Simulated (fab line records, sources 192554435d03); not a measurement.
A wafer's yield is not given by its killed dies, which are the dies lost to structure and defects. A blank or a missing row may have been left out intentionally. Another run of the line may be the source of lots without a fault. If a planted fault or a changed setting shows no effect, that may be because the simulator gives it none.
Matching of chambers ; flow n5-finfet ; N5_BEOL_M1_ETCH_69 on rie-diel-05: 4 sister chambers
The step etches SiARC in CF4, target depth 15.6 nm, time 26 s. 8 wafers are shown with their chamber, then 11 later ones without.

## WAFERS PAIRED WITH THEIR CHAMBERS
wafer;chamber;drypump-motor-current-A (A);showerhead-plenum-p-Torr (Torr)
L077.5;1;5.3;2.26
L080.5;2;5.5;2.25
L080.6;1;5.3;2.26
L083.5;3;5.3;2.12
L089.1;2;5.4;2.24
L089.2;3;5.3;2.12
L089.4;0;6.3;2.09
L090.1;0;6.3;2.09

## WAFERS WITH NO CHAMBER GIVEN
wafer;drypump-motor-current-A (A);showerhead-plenum-p-Torr (Torr)
L090.2;5.4;2.24
L090.3;5.3;2.12
L092.4;5.3;2.11
L092.5;5.3;2.25
L092.6;5.4;2.24
L094.1;5.4;2.24
L094.2;5.3;2.25
L094.3;6.3;2.09
L095.1;5.4;2.24
L095.2;5.3;2.25
L095.3;6.3;2.08

## WHICH CHAMBER EACH WENT THROUGH
wafer;from the rows above;in truth
L090.2;2;2
L090.3;3;3
L092.4;3;3
L092.5;can't be placed: 1 or 2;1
L092.6;2;2
L094.1;2;2
L094.2;can't be placed: 1 or 2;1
L094.3;0;0
L095.1;2;2
L095.2;can't be placed: 1 or 2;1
L095.3;0;0
Correct placement for 8 of the 11. Cannot be placed on the basis of these rows: 3; the candidates contain the true chamber in 3. Number placed wrongly: 0.
How it was worked out, from the rows above alone: a wafer's distance from a chamber is the root of the sum, over the readings, of the square of ((its reading less the chamber's mean) divided by the reading's scatter). If the next closest chamber is less than 2 further off than the closest, the wafer can't be placed; otherwise it belongs to the closest. The mean given for a chamber averages the wafers shown for that chamber. The scatter: take each reading less its chamber's mean, square it, sum over the shown wafers, divide by the number of wafers less the number of chambers, and take the root.
